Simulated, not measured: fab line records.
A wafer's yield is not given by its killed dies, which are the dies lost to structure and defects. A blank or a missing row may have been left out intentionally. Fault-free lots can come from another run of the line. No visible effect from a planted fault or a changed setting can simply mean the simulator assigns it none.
What tool caused it?	flow nand_harc	7 lots with 21 wafers sampled at 3 steps, on a route of 1302 steps

## WHAT EACH GAUGE READ, for each wafer
NHARC_A_ONON_D2_THK_MEAS_27: measures by ellipsometry.
lot	measured	on	thk_nm (nm)
L479	day 13 08:10	film_metro-02	1008 1009 1010
L483	day 15 06:46	film_metro-02	1006 1004 1004
L489	day 17 20:44	film_metro-02	991 640 990
L491	day 19 11:29	film_metro-01	995 996 993
L494	day 20 01:44	film_metro-01	992 993 992
L497	day 21 22:19	film_metro-01	998 996 997
L500	day 22 11:22	film_metro-02	986 985 985

## TOOL THAT RAN EACH LOT (tool first, then ch and the chambers of the sampled wafers, then the start)
lot	NHARC_A_CHANNEL_HOLE_D1_ETCH_38	NHARC_A_ONON_D2_DEP_25
L479	rie_diel-03 ch 1,2,3, day 9 02:20	pecvd_onon-02 ch 0, day 13 07:40
L483	rie_diel-07 ch 0,2,3, day 10 21:02	pecvd_onon-04 ch 0, day 15 06:26
L489	rie_diel-03 ch 0,1,2, day 13 07:38	pecvd_onon-01 ch 0, day 17 20:14
L491	rie_diel-11 ch 0,2, day 14 16:16	pecvd_onon-02 ch 0, day 19 11:02
L494	rie_diel-11 ch 0,1,2, day 15 18:46	pecvd_onon-04 ch 0, day 20 01:20
L497	rie_diel-03 ch 1,3, day 17 07:05	pecvd_onon-02 ch 0, day 21 21:52
L500	rie_diel-03 ch 1,2,3, day 18 00:47	pecvd_onon-01 ch 0, day 22 10:52
- NHARC_A_CHANNEL_HOLE_D1_ETCH_38: etches the open film in CF4, target depth 39 nm, time 65 s.
- NHARC_A_ONON_D2_DEP_25: target thk 1000 nm.

## THE ANSWER, worked out from the rows above alone
Rule: the usual values come from the lots themselves. The widest of any qualifying gaps counts: lots, ordered by their means at a reading, are off when they make up no more than a third of the lots, leave a main group of 4 or more, and stand apart from it by 3 or more times the standard deviation of that group's means. A main group whose means are all the same, to the digits that the tables above print for the reading, isn't used. A lot without any number at a reading at which 4 lots or more have one is off too. The other lots that the step has rows for count as sound.
Off: L489 (NHARC_A_ONON_D2_THK_MEAS_27, thk_nm). The main group: mean 997 nm, standard deviation 7.8.
If a tool, at a process step before that reading, ran all the lots that are off and no sound lot after the first of them, it fits. The gauges at NHARC_A_ONON_D2_THK_MEAS_27 are tried like those tools. No candidate that was tried fits.

## WHAT HAD BEEN PUT IN BY THE SIMULATOR
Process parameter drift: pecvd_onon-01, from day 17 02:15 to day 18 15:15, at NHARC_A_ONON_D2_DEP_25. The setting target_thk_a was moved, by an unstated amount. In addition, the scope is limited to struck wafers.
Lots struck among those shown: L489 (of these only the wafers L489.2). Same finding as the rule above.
